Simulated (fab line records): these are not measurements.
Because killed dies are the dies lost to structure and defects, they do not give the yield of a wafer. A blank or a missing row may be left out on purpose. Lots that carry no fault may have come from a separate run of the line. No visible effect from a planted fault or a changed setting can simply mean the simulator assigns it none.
Chamber matching :: flow n5-finfet :: pecvd-01 running N5_BEOL_M0_SAQP_PECVD_00: 3 sister chambers
The step deposits SiCN from 3MS/NH3, target thk 8 nm, time 14 s. 14 wafers are shown with their chamber, then 7 later ones without.

== WAFERS PAIRED WITH THEIR CHAMBERS ==
wafer: L074.1
chamber: 2
throttle-valve-pct (%): 9.5
showerhead-plenum-p-Torr (Torr): 3.641

wafer: L074.4
chamber: 0
throttle-valve-pct (%): 9.0
showerhead-plenum-p-Torr (Torr): 3.667

wafer: L074.6
chamber: 2
throttle-valve-pct (%): 9.7
showerhead-plenum-p-Torr (Torr): 3.651

wafer: L075.1
chamber: 0
throttle-valve-pct (%): 9.1
showerhead-plenum-p-Torr (Torr): 3.661

wafer: L075.2
chamber: 1
throttle-valve-pct (%): 8.9
showerhead-plenum-p-Torr (Torr): 3.656

wafer: L075.4
chamber: 0
throttle-valve-pct (%): 8.7
showerhead-plenum-p-Torr (Torr): 3.653

wafer: L077.1
chamber: 2
throttle-valve-pct (%): 9.4
showerhead-plenum-p-Torr (Torr): 3.657

wafer: L077.2
chamber: 0
throttle-valve-pct (%): 9.1
showerhead-plenum-p-Torr (Torr): 3.654

wafer: L077.4
chamber: 0
throttle-valve-pct (%): 9.2
showerhead-plenum-p-Torr (Torr): 3.660

wafer: L084.3
chamber: 2
throttle-valve-pct (%): 9.5
showerhead-plenum-p-Torr (Torr): 3.649

wafer: L084.4
chamber: 0
throttle-valve-pct (%): 9.0
showerhead-plenum-p-Torr (Torr): 3.661

wafer: L084.5
chamber: 1
throttle-valve-pct (%): 9.0
showerhead-plenum-p-Torr (Torr): 3.658

wafer: L088.2
chamber: 1
throttle-valve-pct (%): 9.2
showerhead-plenum-p-Torr (Torr): 3.659

wafer: L088.3
chamber: 2
throttle-valve-pct (%): 9.3
showerhead-plenum-p-Torr (Torr): 3.648

SIGNATURES, as means of the wafers listed above
reading: throttle-valve-pct
chamber 0: 9.017
chamber 1: 9.033
chamber 2: 9.480
scatter within a chamber: 0.16

reading: showerhead-plenum-p-Torr
chamber 0: 3.65933
chamber 1: 3.65767
chamber 2: 3.64920
scatter within a chamber: 0.00496
Rule: a wafer's distance from a chamber is the root of the sum, over the readings, of the square of ((its reading less the chamber's mean) divided by the reading's scatter). The wafer belongs to the nearest chamber; if the next one is less than 2 further off, it can't be placed. The scatter is the square root of a quotient: the sum, over the shown wafers, of each reading's squared deviation from its chamber's mean, divided by wafers minus chambers.

== WAFERS WHOSE CHAMBER IS MISSING ==
wafer: L088.4
throttle-valve-pct (%): 8.9
showerhead-plenum-p-Torr (Torr): 3.667

wafer: L090.2
throttle-valve-pct (%): 9.3
showerhead-plenum-p-Torr (Torr): 3.658

wafer: L090.3
throttle-valve-pct (%): 9.2
showerhead-plenum-p-Torr (Torr): 3.658

wafer: L090.4
throttle-valve-pct (%): 9.3
showerhead-plenum-p-Torr (Torr): 3.667

wafer: L095.2
throttle-valve-pct (%): 9.0
showerhead-plenum-p-Torr (Torr): 3.658

wafer: L095.5
throttle-valve-pct (%): 9.2
showerhead-plenum-p-Torr (Torr): 3.659

wafer: L095.6
throttle-valve-pct (%): 8.8
showerhead-plenum-p-Torr (Torr): 3.658

== EACH ONE'S CHAMBER ==
wafer: L088.4
from the rows above: can't be placed: 0 or 1
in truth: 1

wafer: L090.2
from the rows above: can't be placed: 1 or 0 or 2
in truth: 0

wafer: L090.3
from the rows above: can't be placed: 1 or 0 or 2
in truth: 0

wafer: L090.4
from the rows above: can't be placed: 0 or 1 or 2
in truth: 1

wafer: L095.2
from the rows above: can't be placed: 1 or 0
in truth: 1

wafer: L095.5
from the rows above: can't be placed: 1 or 0 or 2
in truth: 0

wafer: L095.6
from the rows above: can't be placed: 0 or 1
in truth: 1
Placed correctly: 0 of 7. Can't be placed from these rows: 7 (the true chamber is among the candidates in 7). Number placed wrongly: 0.
